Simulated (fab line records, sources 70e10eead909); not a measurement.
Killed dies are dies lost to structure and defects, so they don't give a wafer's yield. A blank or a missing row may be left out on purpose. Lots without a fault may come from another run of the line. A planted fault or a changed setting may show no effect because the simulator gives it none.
fab line records | flow nand_harc
record lots=5 wafers=15 last_day=33
route steps=1302 shown A_SGD_CUT@896 A_SLIT@922 END@1302
lots that met no fault: from a run of the same line without faults
start_h: hours from the record's first day to the start of the lot's first wafer shown | wait_h: hours since the lot's step before | " the same as in the row above | L1.1+2: a row that stands for several wafers | - no value, or no start given | * or withheld: withheld | < > ~ a bound
route shown NAME@n: a module of which the file shows steps, and the number in the route of the first | usual: mean/standard deviation of fault-free wafers | same: alike in all rows | chamber/n: place in a boat | sites: the reading at each site | _std_site: their standard deviation | _edge_site: outer sites' mean less inner sites' | radius_mm: how far each site lies from the wafer's centre | mask NAME#n: copy n | behind: the tool/chamber that last shaped the wafer | hold: why the lot was held/for how many hours/how that ended | device: the transistor (n, p or np) that didn't switch | end of line: the same wafers' tests at the end of the route | a step without rows: its recipe alone | killed: dies lost to structure and defects at the first sort, not the wafer's yield | map: a wafer's dies, x killed, . not, _ none there
set.NAME: the setting as run; set.NAME@STEP: as run at that earlier step | model.NAME: the simulator's own value behind a step, which no gauge read
lots at some steps of the route; a table a step, a row a wafer
services: from which hour (start_h, from the record's first day; less than 0 if before it) a tool's chamber was out of use, for how many hours, and why
## steps
# step NHARC_A_SGD_CUT_SOFTBAKE_04
# recipe temp_c=105 time_s=55
# step NHARC_A_SGD_CUT_EBR_05
# step NHARC_A_SGD_CUT_EXPOSE_06
# recipe na=1.35 dose_mj=85.59 mask_id=SGD
# step NHARC_A_SGD_CUT_PEB_07
# recipe peb_temp_c=100 peb_time_s=65
# step NHARC_A_SGD_CUT_DEVELOP_08
# recipe develop_time_s=35 dev_temp_c=23
# step NHARC_A_SGD_CUT_CD_MEAS_09
# recipe target_cd_nm=100 landing_energy_ev=500
# usual cd_nm=99.8/0.7
# columns lot.wafer tool chamber start_h wait_h cd_nm
L744.1 cd_sem-03 0 436.44 - 100.5
L744.3 " 0 " " 99.6
L744.4 " 0 " " 100.5
L752.2 cd_sem-03 0 510.68 - 99.9
L752.3 " 0 " " 100.4
L752.5 " 0 " " 100.2
L753.2 cd_sem-01 0 537.12 - 99.7
L753.3 " 0 " " 99.7
L753.4 " 0 " " 100.3
L763.1 cd_sem-01 0 616.76 - 100.1
L763.4 " 0 " " 99.9
L763.5 " 0 " " 99.9
L765.1 cd_sem-01 0 658.04 - 100.4
L765.4 " 0 " " 99.8
L765.5 " 0 " " 100.4
# step NHARC_A_SGD_CUT_OVL_MEAS_10
# usual overlay_x_nm=0.0/0.86 overlay_y_nm=0.2/0.54
# columns lot.wafer tool chamber start_h wait_h overlay_x_nm overlay_y_nm
L744.1 overlay-02 - 436.53 - -1.6 0.6
L744.3 " - " " -1.0 -0.4
L744.4 " - " " -1.5 -0.1
L752.2 overlay-01 - 510.76 - -0.3 -0.3
L752.3 " - " " -0.4 0.4
L752.5 " - " " 0.3 -0.3
L753.2 overlay-02 - 537.21 - 0.7 0.2
L753.3 " - " " 0.2 0.1
L753.4 " - " " -0.1 -0.5
L763.1 overlay-01 - 616.85 - 0.8 -0.4
L763.4 " - " " 1.1 0.0
L763.5 " - " " 1.1 0.1
L765.1 overlay-02 - 658.13 - 1.1 -0.2
L765.4 " - " " 0.6 0.4
L765.5 " - " " 0.9 -0.5
# step NHARC_A_SGD_CUT_INSPECT_11
# usual raw_defect_count=56/28
# columns lot.wafer tool chamber start_h wait_h raw_defect_count
L744.1 defect_inspect-01 - 436.57 0.0 13
L744.3 " - " " 12
L744.4 " - " " 12
L752.2 defect_inspect-02 - 510.80 0.0 109
L752.3 " - " " 120
L752.5 " - " " 120
L753.2 defect_inspect-01 - 537.25 0.0 65
L753.3 " - " " 56
L753.4 " - " " 49
L763.1 defect_inspect-01 - 616.88 0.0 48
L763.4 " - " " 55
L763.5 " - " " 61
L765.1 defect_inspect-01 - 658.17 0.0 20
L765.4 " - " " 37
L765.5 " - " " 27
# step NHARC_A_SGD_CUT_DESCUM_14
# recipe time_s=3 o2_flow_sccm=200 ar_flow_sccm=0 bias_power_w=0 chemistry=O2
# step NHARC_A_SGD_CUT_ETCH_58
# recipe target_depth_a=390 over_etch_frac=0.3 time_s=65 ion_energy_ev=80 cf4_flow_sccm=150 ar_flow_sccm=0 rf_w=300 bias_w=100 chemistry=CF4
# usual drypump_motor_current_A=5.8/0.47 mfc_ar_sccm=0.009/0.014 oes_product_au=1.001/0.011 rf_vpp_V=151.1/1.2 showerhead_plenum_p_Torr=1.76/0.074 throttle_valve_pct=13.283/0.0089
# columns lot.wafer tool chamber start_h wait_h drypump_motor_current_A mfc_ar_sccm oes_product_au rf_hours_counter_h rf_vpp_V showerhead_plenum_p_Torr throttle_valve_pct
L744.3 rie_diel-07 1 436.72 0.1 6.2 0.012 0.997 9 151.7 1.69 13.275
L744.1 " 2 " " 6.5 0 0.994 10 150.0 1.75 13.279
L744.4 " 3 " " 5.5 0 0.991 8 149.8 1.67 13.286
L752.2 rie_diel-08 0 510.95 0.1 5.1 0 0.987 7 150.4 1.72 13.280
L752.3 " 1 " " 5.9 0.033 0.989 6 151.6 1.74 13.283
L752.5 " 3 " " 5.0 0 1.025 - 150.9 1.79 13.296
L753.4 rie_diel-07 0 537.39 0.1 5.6 0.002 1.012 2 152.4 1.87 13.297
L753.2 " 2 " " 6.5 0 0.996 2 150.2 1.75 13.297
L753.3 " 3 " " 5.5 0 1.011 2 149.4 1.67 13.269
L763.1 rie_diel-08 2 617.07 0.1 6.4 0.037 1.015 3 153.6 1.85 13.290
L763.5 " 0 " " 5.1 0 1.004 - 150.5 1.71 13.286
L763.4 " 2 " " 6.3 0.037 1.003 - 153.4 1.85 13.290
L765.4 rie_diel-07 3 658.32 0.1 5.5 0 1.016 0 150.4 1.66 13.281
L765.1 " 1 " " 6.2 0.012 1.011 0 150.3 1.69 13.264
L765.5 " 3 " " 5.5 0 1.012 - 149.5 1.67 13.298
# step NHARC_A_SGD_CUT_ETCH_59
# recipe target_depth_a=2600 over_etch_frac=0.25 time_s=406.25 ion_energy_ev=200 n2_flow_sccm=150 h2_flow_sccm=150 ar_flow_sccm=0 rf_w=400 bias_w=150 chemistry=N2/H2
# step NHARC_A_SGD_CUT_ETCH_15
# recipe target_depth_a=750 time_s=64.3 ch3f_flow_sccm=50 o2_flow_sccm=30 ar_flow_sccm=200 rf_w=500 bias_w=100 chemistry=CH3F/O2
# step NHARC_A_SGD_CUT_ETCH_16
# recipe target_depth_a=3105 time_s=155.2 c4f8_flow_sccm=withheld o2_flow_sccm=8 ar_flow_sccm=withheld rf_w=600 bias_w=800 chemistry=C4F8/O2/Ar
# usual oes_product_au=0.973/0.015 rf_vpp_V=722/4.4
# columns lot.wafer tool chamber start_h wait_h oes_product_au rf_hours_counter_h rf_vpp_V
L744.4 rie_diel-07 0 437.20 - 0.988 10 729
L744.3 " 1 " " 0.980 9 719
L744.1 " 2 " " 0.954 10 723
L752.2 rie_diel-08 1 511.43 - 0.958 7 722
L752.3 " 0 " " 0.970 7 721
L752.5 " 1 " " 0.944 - 721
L753.3 rie_diel-07 3 537.87 - 0.966 2 717
L753.4 " 0 " " 0.996 2 728
L753.2 " 1 " " 0.999 3 717
L763.1 rie_diel-08 0 617.74 - 1.007 3 719
L763.4 " 0 " " 0.962 - 721
L763.5 " 3 " " 0.975 - 723
L765.4 rie_diel-07 3 658.83 - 1.003 0 717
L765.1 " 0 " " 0.996 0 729
L765.5 " 1 " " 0.975 - 716
# step NHARC_A_SGD_CUT_STRIP_60
# recipe c4f8_flow_sccm=withheld o2_flow_sccm=8 ar_flow_sccm=withheld bias_w=0 chemistry=C4F8/O2/Ar
# step NHARC_A_SGD_CUT_STRIP_17
# recipe o2_flow_sccm=500 ar_flow_sccm=0 bias_w=0 chemistry=O2
# usual drypump_motor_current_A=5.8/0.48 mfc_ar_sccm=0.008/0.013 o2_flow_sccm=500.1/1.5 oes_product_au=1.002/0.011 rf_vpp_V=57.8/0.92 showerhead_plenum_p_Torr=3.50/0.14 throttle_valve_pct=17.037/0.0091
# columns lot.wafer tool chamber start_h wait_h drypump_motor_current_A mfc_ar_sccm o2_flow_sccm oes_product_au rf_hours_counter_h rf_vpp_V showerhead_plenum_p_Torr throttle_valve_pct
L744.3 rie_diel-07 1 - - 6.2 0.012 500.5 1.004 9 57.8 3.37 17.031
L744.4 " 2 " " 6.5 0 499.8 0.992 10 58.5 3.50 17.026
L744.1 " 3 " " 5.5 0 497.9 1.007 9 58.1 3.33 17.034
L752.3 rie_diel-08 3 - - 5.0 0 499.6 1.020 7 56.7 3.57 17.026
L752.2 " 0 " " 5.2 0 502.3 0.993 7 57.0 3.42 17.056
L752.5 " 3 " " 5.0 0 498.5 1.029 - 58.1 3.57 17.047
L753.3 rie_diel-07 3 - - 5.6 0 498.6 0.996 2 57.0 3.32 17.032
L753.2 " 0 " " 5.6 0.002 497.0 1.006 3 59.3 3.74 17.036
L753.4 " 2 " " 6.5 0 499.2 0.993 2 58.0 3.49 17.027
L763.1 rie_diel-08 3 - - 5.0 0 499.9 1.008 3 58.6 3.57 17.034
L763.5 " 2 " " 6.4 0.037 500.3 1.013 - 58.8 3.69 17.040
L763.4 " 0 " " 5.1 0 500.3 0.988 - 56.8 3.42 17.044
L765.1 rie_diel-07 1 - - 6.2 0.012 501.1 1.011 0 56.6 3.37 17.042
L765.4 " 3 " " 5.6 0 501.6 1.007 0 57.9 3.32 17.049
L765.5 " 1 " " 6.2 0.012 499.5 1.011 - 59.3 3.37 17.040
# step NHARC_A_SGD_CUT_PRECLEAN_18
# recipe time_s=* temp_c=50 bath_age_min=0 chemistry=SC1
# step NHARC_A_SGD_CUT_SRD_19
# step NHARC_A_SGD_CUT_DEP_20
# recipe target_thk_a=1500 temp_c=65 material=SiO2
# step NHARC_A_SGD_CUT_ANNEAL_27
# recipe temp_c=450 time_s=1800
# step NHARC_A_SGD_CUT_CMP_21
# recipe target_thk_nm=148.19
# step NHARC_A_SGD_CUT_THK_MEAS_22
# recipe thk_meas_gauge=ellipsometry
# usual thk_nm=148.4/1.4
# columns lot.wafer tool chamber start_h wait_h thk_nm
L744.1 film_metro-01 - 443.68 0.2 147.2
L744.3 " - " " 148.5
L744.4 " - " " 148.6
L752.2 film_metro-01 - 517.98 0.2 149.9
L752.3 " - " " 148.1
L752.5 " - " " 145.8
L753.2 film_metro-01 - 543.23 0.2 148.0
L753.3 " - " " 149.9
L753.4 " - " " 146.2
L763.1 film_metro-01 - 622.87 0.2 149.8
L763.4 " - " " 145.2
L763.5 " - " " 148.4
L765.1 film_metro-01 - 664.37 0.2 149.5
L765.4 " - " " 149.3
L765.5 " - " " 150.2
# step NHARC_A_SGD_CUT_SRD_23
# step NHARC_A_SGD_CUT_ETCH_26
# recipe target_depth_a=458 chemistry=dHF material=SiO2
# step NHARC_A_SGD_CUT_ETCHBACK_24
# recipe target_depth_a=500 over_etch_frac=0.3 time_s=92.857 ion_energy_ev=120 ch3f_flow_sccm=50 o2_flow_sccm=30 ar_flow_sccm=200 rf_w=500 bias_w=100 chemistry=CH3F/O2
# usual drypump_motor_current_A=5.8/0.44 mfc_ar_sccm=200.0/0.6 o2_flow_sccm=30.02/0.087 oes_product_au=0.97/0.034 rf_vpp_V=243.8/1.6 showerhead_plenum_p_Torr=2.42/0.1 throttle_valve_pct=20.663/0.0091
# columns lot.wafer tool chamber start_h wait_h drypump_motor_current_A mfc_ar_sccm o2_flow_sccm oes_product_au rf_hours_counter_h rf_vpp_V showerhead_plenum_p_Torr throttle_valve_pct
L744.3 rie_diel-08 2 443.91 0.1 6.4 200.3 30.05 0.99 2 245.2 2.58 20.672
L744.1 " 3 " " 5.0 200.2 29.84 1.01 3 243.9 2.49 20.653
L744.4 " 1 " " 5.9 200.3 29.93 0.98 2 243.6 2.42 20.653
L752.2 rie_diel-04 3 518.20 0.1 6.3 200.0 30.07 0.99 10 241.7 2.31 20.661
L752.3 " 2 " " 5.5 199.6 29.97 0.99 9 245.9 2.56 20.672
L752.5 " 3 " " 6.3 199.7 30.07 1.00 - 241.4 2.31 20.671
L753.3 rie_diel-08 0 543.45 0.1 5.1 200.3 30.06 0.98 8 243.8 2.38 20.671
L753.4 " 1 " " 5.9 200.2 30.08 0.99 8 243.0 2.42 20.665
L753.2 " 3 " " 5.0 200.6 30.13 1.02 9 243.5 2.49 20.681
L763.1 rie_diel-04 1 623.13 0.2 5.7 200.6 29.89 1.01 7 245.1 2.45 20.668
L763.4 " 2 " " 5.5 200.8 30.17 1.00 6 245.4 2.56 20.656
L763.5 " 0 " " 5.8 199.2 29.94 0.99 - 242.2 2.30 20.654
L765.1 rie_diel-04 0 664.63 0.2 5.8 199.1 30.11 0.92 12 242.7 2.30 20.663
L765.4 " 1 " " 5.7 199.8 30.01 0.92 - 243.9 2.45 20.669
L765.5 " 0 " " 5.7 200.3 30.09 0.92 - 242.3 2.30 20.679
# step NHARC_A_SGD_CUT_STRIP_28
# recipe time_s=20 o2_flow_sccm=500 ar_flow_sccm=0 bias_w=0 chemistry=O2
# usual drypump_motor_current_A=5.8/0.47 mfc_ar_sccm=0.007/0.013 o2_flow_sccm=500.1/1.6 oes_product_au=0.999/0.011 rf_vpp_V=57.7/0.85 showerhead_plenum_p_Torr=3.48/0.14 throttle_valve_pct=17.036/0.0093
# columns lot.wafer tool chamber start_h wait_h drypump_motor_current_A mfc_ar_sccm o2_flow_sccm oes_product_au rf_hours_counter_h rf_vpp_V showerhead_plenum_p_Torr throttle_valve_pct
L744.4 rie_diel-08 3 - - 5.0 0 498.6 1.030 3 58.2 3.58 17.037
L744.3 " 0 " " 5.1 0 499.6 0.999 3 56.3 3.42 17.026
L744.1 " 1 " " 6.0 0.033 502.1 0.997 2 58.3 3.48 17.057
L752.3 rie_diel-04 3 - - 6.3 0 498.1 1.002 10 57.6 3.33 17.036
L752.2 " 2 " " 5.5 0 502.5 0.997 9 57.7 3.67 17.025
L752.5 " 3 " " 6.3 0 500.2 1.012 - 57.9 3.33 17.032
L753.3 rie_diel-08 0 - - 5.1 0 505.2 0.980 8 57.4 3.42 17.039
L753.4 " 1 " " 6.0 0.033 498.8 0.989 8 56.9 3.47 17.029
L753.2 " 2 " " 6.4 0.037 497.3 0.997 8 56.7 3.69 17.028
L763.1 rie_diel-04 1 - - 5.7 0 499.3 0.995 7 58.2 3.52 17.016
L763.4 " 2 " " 5.5 0 500.7 0.986 6 57.6 3.66 17.021
L763.5 " 2 " " 5.5 0 501.4 0.989 - 58.0 3.66 17.050
L765.1 rie_diel-04 1 664.76 0.1 5.7 0 498.5 0.987 11 57.8 3.51 17.030
L765.5 " 3 " " 6.3 0 502.0 0.993 - 58.8 3.32 17.039
L765.4 " 1 " " 5.7 0 500.9 0.984 - 57.0 3.51 17.018
# step NHARC_A_SGD_CUT_INSPECT_25
# usual raw_defect_count=388/81
# columns lot.wafer tool chamber start_h wait_h raw_defect_count
L744.1 defect_inspect-02 - 444.15 - 270
L744.3 " - " " 289
L744.4 " - " " 249
L752.2 defect_inspect-01 - 518.44 - 399
L752.3 " - " " 412
L752.5 " - " " 594
L753.2 defect_inspect-01 - 543.69 - 399
L753.3 " - " " 507
L753.4 " - " " 372
L763.1 defect_inspect-02 - 623.35 - 379
L763.4 " - " " 395
L763.5 " - " " 250
L765.1 defect_inspect-02 - 664.86 - 323
L765.4 " - " " 426
L765.5 " - " " 267
# step NHARC_A_SLIT_DEP_25
# recipe target_thk_a=2000 temp_c=400 pressure_torr=6.5 rf_w=900 teos_flow_sccm=161.4 flow_sccm=2650 target_thk_nm=200 gas=O2 material=SiO2
# step NHARC_A_SLIT_DEP_00
# recipe target_thk_a=62000 temp_c=400 material=aC
# step NHARC_A_SLIT_DEP_23
# recipe target_thk_a=1000 target_thk_nm=100 temp_c=400 pressure_torr=3.5 flow_sccm=200 rf_w=350 material=SiON
# usual heater_power_w=717/88
# columns lot.wafer tool chamber start_h wait_h heater_power_w
L744.3 pecvd-03 2 451.62 1.9 645
L744.1 " 0 " " 768
L744.4 " 2 " " 657
L752.2 pecvd-04 2 522.57 2.5 599
L752.3 " 1 " " 759
L752.5 " 2 " " 603
L753.3 pecvd-01 0 547.89 1.9 631
L753.2 " 1 " " 647
L753.4 " 1 " " 658
L763.1 pecvd-03 0 628.70 3.2 779
L763.4 " 0 " " 779
L763.5 " 2 " " 703
L765.1 pecvd-03 0 674.34 3.2 858
L765.5 " 2 " " 608
L765.4 " 0 " " 676
# step NHARC_A_SLIT_DEHYDRATE_01
# recipe temp_c=150 time_s=120
# step NHARC_A_SLIT_HMDS_02
# recipe time_s=30
# step NHARC_A_SLIT_COAT_03
# recipe spin_rpm=1500 resist_thk_nm=90
# step NHARC_A_SLIT_SOFTBAKE_04
# recipe temp_c=105 time_s=55
# step NHARC_A_SLIT_EBR_05
# step NHARC_A_SLIT_EXPOSE_06
# recipe na=1.35 dose_mj=60.82 mask_id=SLIT
# step NHARC_A_SLIT_PEB_07
# recipe peb_temp_c=100 peb_time_s=65
# step NHARC_A_SLIT_DEVELOP_08
# recipe develop_time_s=35 dev_temp_c=23
# step NHARC_A_SLIT_CD_MEAS_09
# recipe target_cd_nm=300 landing_energy_ev=500
# usual cd_nm=300.0/0.56
# columns lot.wafer tool chamber start_h wait_h cd_nm
L744.1 cd_sem-03 0 452.33 - 299.2
L744.3 " 0 " " 300.0
L744.4 " 0 " " 300.3
L752.2 cd_sem-02 0 523.25 - 301.0
L752.3 " 0 " " 301.0
L752.5 " 0 " " 301.9
L753.2 cd_sem-01 0 548.58 - 300.1
L753.3 " 0 " " 300.8
L753.4 " 0 " " 300.7
L763.1 cd_sem-01 0 629.45 - 300.5
L763.4 " 0 " " 300.4
L763.5 " 0 " " 299.9
L765.1 cd_sem-02 0 674.96 - 300.2
L765.4 " 0 " " 300.4
L765.5 " 0 " " 299.5
# step NHARC_A_SLIT_OVL_MEAS_10
# usual overlay_x_nm=-0.1/0.96 overlay_y_nm=-0.1/0.82
# columns lot.wafer tool chamber start_h wait_h overlay_x_nm overlay_y_nm
L744.1 overlay-02 - 452.41 - -0.6 0.1
L744.3 " - " " -1.0 0.4
L744.4 " - " " -0.5 0.6
L752.2 overlay-01 - 523.33 - 0.0 0.4
L752.3 " - " " 0.2 0.4
L752.5 " - " " 0.7 -0.1
L753.2 overlay-02 - 548.66 - -0.4 0.5
L753.3 " - " " -0.6 0.2
L753.4 " - " " -0.6 0.3
L763.1 overlay-01 - 629.54 - 0.8 -0.9
L763.4 " - " " 0.8 -0.3
L763.5 " - " " 0.3 -0.2
L765.1 overlay-02 - 675.05 - 0.1 0.1
L765.4 " - " " 0.2 0.4
L765.5 " - " " 0.1 0.3
# step NHARC_A_SLIT_INSPECT_11
# usual raw_defect_count=59/29
# columns lot.wafer tool chamber start_h wait_h raw_defect_count
L744.1 defect_inspect-02 - 452.45 0.0 17
L744.3 " - " " 17
L744.4 " - " " 12
L752.2 defect_inspect-02 - 523.37 0.0 115
L752.3 " - " " 125
L752.5 " - " " 124
L753.2 defect_inspect-02 - 548.70 0.0 71
L753.3 " - " " 56
L753.4 " - " " 49
L763.1 defect_inspect-01 - 629.58 0.0 50
L763.4 " - " " 58
L763.5 " - " " 60
L765.1 defect_inspect-02 - 675.08 0.0 31
L765.4 " - " " 34
L765.5 " - " " 34
# step NHARC_A_SLIT_DESCUM_14
# recipe time_s=3 o2_flow_sccm=200 ar_flow_sccm=0 bias_power_w=0 chemistry=O2
# step NHARC_A_SLIT_ETCH_24
# recipe target_depth_a=1210 time_s=60.5 cf4_flow_sccm=100 chf3_flow_sccm=30 ar_flow_sccm=0 rf_w=500 bias_w=200 chemistry=CF4/CHF3
# step NHARC_END_SORT_01
# recipe temp_c=25
# usual killed_at_array=51/18 killed_at_other=1.0/1.2 killed_at_periphery=3.7/2.9 killed_dies=55/19 killed_open=3.5/1.9 killed_short=2.6/1.6
# same gross_dies=677
# columns lot.wafer tool chamber start_h wait_h killed_at_array killed_at_other killed_at_periphery killed_dies killed_open killed_short
L744.1 prober-02 0 569.70 2.5 27 0 3 30 7 7
L744.3 prober-02 0 571.28 3.1 22 0 3 25 4 6
L744.4 prober-02 0 572.07 3.4 18 0 4 22 4 1
L752.2 prober-01 0 630.71 2.8 65 0 3 68 7 5
L752.3 prober-01 0 631.50 3.1 70 0 3 73 5 1
L752.5 prober-01 0 633.08 3.7 57 1 1 59 3 2
L753.2 prober-01 0 660.87 2.8 91 1 1 93 2 3
L753.3 prober-01 0 661.66 3.1 57 1 2 60 2 4
L753.4 prober-01 0 662.45 3.4 67 0 3 70 4 2
L763.1 prober-02 0 739.90 2.5 323 2 0 325 4 5
L763.4 prober-02 0 742.31 3.4 31 0 5 36 4 2
L763.5 prober-02 0 743.11 3.7 61 1 3 65 5 4
L765.1 prober-01 0 782.63 2.5 60 2 1 63 2 2
L765.4 prober-01 0 785.00 3.4 71 2 2 75 8 4
L765.5 prober-01 0 785.79 3.7 27 1 3 31 4 1
# killed by level:class
L744.1 A_CHANNEL_HOLE_D2:chamber_film_flake=3 A_STAIRCASE:chamber_film_flake=3 A_CONTACT:chamber_film_flake=3 A_ONON_D1:geometric_particle:short=2 A_CHANNEL_FILL_D2:geometric_particle:short=2 A_BLC:geometric_particle:open=2 A_BLC:geometric_particle:short=2 P_GATE:chamber_film_flake=2
L744.3 A_CHANNEL_HOLE_D2:chamber_film_flake=5 A_WL_FILL:chamber_film_flake=4 A_WL_FILL:geometric_particle:short=3 A_CONTACT:chamber_film_flake=3 A_BLC:geometric_particle:open=2 P_CONTACT:geometric_particle:short=1 A_ONON_D1:geometric_particle:short=1 A_CHANNEL_FILL_D2:geometric_particle:short=1
L744.4 A_CHANNEL_HOLE_D2:chamber_film_flake=4 A_CONTACT:chamber_film_flake=3 P_GATE:chamber_film_flake=2 A_DECK1_JOINT:chamber_film_flake=2 A_STAIRCASE:chamber_film_flake=2 A_WL_FILL:chamber_film_flake=2 P_M0:geometric_particle:open=1 A_ONON_D1:geometric_particle:open=1
L752.2 A_CHANNEL_HOLE_D1:chamber_film_flake=25 A_CHANNEL_HOLE_D2:chamber_film_flake=21 A_ONON_D2:geometric_particle:short=3 A_WL_FILL:chamber_film_flake=3 A_CHANNEL_FILL_D1:geometric_particle:open=2 A_M0:geometric_particle:open=2 A_STAIRCASE:chamber_film_flake=2 A_ONON_D1:geometric_particle:open=1
L752.3 A_CHANNEL_HOLE_D1:chamber_film_flake=30 A_CHANNEL_HOLE_D2:chamber_film_flake=23 A_WL_FILL:chamber_film_flake=5 A_BLC:geometric_particle:open=2 A_CHANNEL_FILL_D1:chamber_film_flake=2 A_SLIT:chamber_film_flake=2 A_STAIRCASE:chamber_film_flake=2 A_CONTACT:chamber_film_flake=2
L752.5 A_CHANNEL_HOLE_D1:chamber_film_flake=34 A_CHANNEL_HOLE_D2:chamber_film_flake=16 A_ONON_D2:geometric_particle:open=1 A_WL_FILL:geometric_particle:open=1 A_BLC:geometric_particle:open=1 A_M0:geometric_particle:short=1 P_ZERO_WELL:chamber_film_flake=1 STARTING-WAFER:geometric_particle:short=1
L753.2 A_SLIT:chamber_film_flake=36 A_CHANNEL_HOLE_D1:chamber_film_flake=34 A_CONTACT:chamber_film_flake=7 A_STAIRCASE:chamber_film_flake=4 A_CHANNEL_HOLE_D2:chamber_film_flake=3 A_ONON_D2:geometric_particle:open=2 A_ONON_D2:geometric_particle:short=1 A_WL_FILL:geometric_particle:short=1
L753.3 A_CHANNEL_HOLE_D1:chamber_film_flake=29 A_SLIT:chamber_film_flake=10 A_CONTACT:chamber_film_flake=6 A_CHANNEL_HOLE_D2:unspecified=3 A_STAIRCASE:chamber_film_flake=3 P_GATE:geometric_particle:open=1 P_M2:geometric_particle:open=1 A_CHANNEL_HOLE_D2:geometric_particle:short=1
L753.4 A_SLIT:chamber_film_flake=33 A_CHANNEL_HOLE_D1:chamber_film_flake=20 A_CHANNEL_FILL_D1:chamber_film_flake=4 P_M0:geometric_particle:open=2 A_CHANNEL_FILL_D2:geometric_particle:short=2 A_CONTACT:chamber_film_flake=2 P_GATE:geometric_particle:open=1 A_M0:geometric_particle:open=1
L763.1 A_SGD_CUT:area_etch=280 A_CHANNEL_HOLE_D1:chamber_film_flake=13 A_CONTACT:chamber_film_flake=8 A_CHANNEL_HOLE_D2:chamber_film_flake=7 A_SLIT:chamber_film_flake=4 A_ONON_D2:geometric_particle:short=2 A_CHANNEL_FILL_D2:geometric_particle:open=2 A_CHANNEL_FILL_D1:geometric_particle:open=1
L763.4 A_CHANNEL_HOLE_D1:chamber_film_flake=7 A_CONTACT:chamber_film_flake=7 A_CHANNEL_HOLE_D2:chamber_film_flake=6 A_SLIT:chamber_film_flake=6 A_M0:geometric_particle:open=2 P_M1:chamber_film_flake=2 P_GATE:geometric_particle:short=1 P_GATE:geometric_particle:open=1
L763.5 A_CHANNEL_HOLE_D2:chamber_film_flake=26 A_CHANNEL_HOLE_D1:chamber_film_flake=12 A_CONTACT:chamber_film_flake=8 A_SLIT:chamber_film_flake=6 A_CHANNEL_FILL_D1:chamber_film_flake=3 P_CONTACT:geometric_particle:open=1 P_M0:geometric_particle:open=1 P_M1:geometric_particle:open=1
L765.1 A_SLIT:chamber_film_flake=28 A_CHANNEL_HOLE_D1:chamber_film_flake=11 A_SGD_CUT:chamber_film_flake=7 A_CONTACT:chamber_film_flake=6 A_SGD_CUT:geometric_particle:open=2 THIN_TSV:chamber_film_flake=2 A_ONON_D1:geometric_particle:short=1 A_WL_FILL:geometric_particle:short=1
L765.4 A_SLIT:chamber_film_flake=34 A_CHANNEL_HOLE_D1:chamber_film_flake=9 A_SGD_CUT:chamber_film_flake=5 A_STAIRCASE:chamber_film_flake=4 A_CHANNEL_FILL_D1:chamber_film_flake=3 A_CONTACT:chamber_film_flake=3 A_DECK1_JOINT:geometric_particle:short=2 A_CHANNEL_FILL_D2:geometric_particle:open=2
L765.5 A_SLIT:chamber_film_flake=10 A_SGD_CUT:chamber_film_flake=5 A_CHANNEL_HOLE_D1:chamber_film_flake=4 A_CHANNEL_FILL_D1:chamber_film_flake=2 P_GATE:geometric_particle:open=1 P_CONTACT:geometric_particle:open=1 A_ONON_D1:geometric_particle:open=1 A_CONTACT:chamber_film_flake=1
# map L763.1 (x killed, . not)
____________x____________
_________..xxx.._________
_______x.xxxxx...x_______
______.x.xx..xxxxx.______
_____.xx.x..xxx.xxx._____
____xx.x.xxxxxx...x..____
____x.x.x.xxxxx.x.x..____
___xx....x.x..xxxxx...___
___xxxx.xxxxx.xxxxx.xx___
__x.x..xxxxxxx.xxxx.xx.__
__xxxxxxxx.xxxxxxxx....__
_..xxxxxx.x..xxxx.xxxx.._
_x.x...xxxxx.x.xxxxxx..._
_.xxxx.xx.xx..xxxx.x...x_
_xx....xxxx...x.xxx....x_
_xxxx.xxxx.x..xxxxxxx..._
.xx.xxxxxxxx.xxxx..x.x.x.
.xx....xx.x...x.xx...x.x.
.x..xx.xxxx...x..xx.....x
xx..xxxxxxx..xxxxxxx..x..
...xxxx....xxx.xxxxx..x..
_.x....x.....x...x......_
_...x...xxx.x.x..xxx.xxx_
_x.xxxxxxx..xx.x.xxx...x_
_.x..xx...xxxx....x.x..._
_.x..x.......xx.....x..x_
__....x.x.x.x..x.......__
__.....xxxxxxxx.x...x..__
___...x...x.......xx..___
___x....x..x....x.....___
____x.....x....x.....____
____....xxx.....x..x.____
_____....x....xx...._____
______.....xx.x....______
_______..........._______
_________......._________
____________.____________
# map L752.3 (x killed, . not)
____________.____________
_________......._________
_______..........._______
______.............______
_____..............._____
____.................____
____.............x...____
___...................___
___............x......___
__.....................__
__...............x.....__
_......................._
_......................._
_.............x.x......._
_..............xxxx....._
_.............xxxxx....._
.............xxxxxxxx....
..............xxxxxxx....
........x....xxxxx.xx...x
.............xxxxxxx.x...
..............xxxxxx.....
_.............xxx.....x._
_.............x..xxx...._
_.....x................._
_x..x.........x........._
_......................x_
__x...................x__
__.................x...__
___............x......___
___............x......___
____.................____
____...............x.____
_____..............._____
______.............______
_______....x......_______
_________x......_________
____________.____________
## services
# columns tool chamber start_h hours kind
rie_diel-07 1 425.00 5.5 repair
rie_diel-04 3 428.64 4.2 repair
pecvd-04 - 450.65 13.0 pm
pecvd-01 - 451.35 1.0 repair
rie_diel-07 - 471.64 9.0 pm
pecvd-01 0 474.91 17.9 repair
rie_diel-08 2 484.85 10.0 repair
pecvd-01 - 492.09 13.0 pm
rie_diel-07 2 515.71 7.9 repair
rie_diel-07 2 526.90 1.2 repair
rie_diel-04 - 531.90 9.0 pm
rie_diel-08 0 534.55 4.2 repair
rie_diel-07 0 541.29 7.0 repair
rie_diel-08 - 544.80 9.0 pm
pecvd-03 - 545.44 0.9 repair
pecvd-03 - 547.00 13.0 pm
rie_diel-08 3 556.81 2.5 repair
rie_diel-08 - 567.90 0.4 repair
rie_diel-04 2 592.62 2.7 repair
rie_diel-08 1 613.84 12.6 repair
rie_diel-07 2 613.91 6.3 repair
rie_diel-04 3 620.02 2.6 repair
rie_diel-07 - 648.64 9.0 pm
rie_diel-04 2 649.77 103.8 repair
## key
first_sign step=NHARC_END_SORT_01 reading=killed_at_array direction=up sigmas=15 usual=51 struck=323
effect step=NHARC_END_SORT_01 reading=killed_dies direction=up sigmas=14 usual=55 struck=325
more_kills_born_at NHARC_A_SGD_CUT_ETCH_16@rie_diel-08=280
met_at NHARC_A_SGD_CUT_ETCH_16
struck_wafers L763.1
tester_left_out L763
onset_between 511.43 617.74
fault kind=process_parameter_drift tool=rie_diel-08 chamber=- onset_h=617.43 steps=NHARC_A_SGD_CUT_ETCH_16 channel=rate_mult offset=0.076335 shape=step end_h=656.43 scope=struck_wafers_only
# tester_left_out: of these lots the tester's yield and bins aren't shown, on N5 and GAA mostly nor the transistor test; their killed dies are dies lost to structure and defects alone, not to doping, threshold or leakage, so they don't give the yield
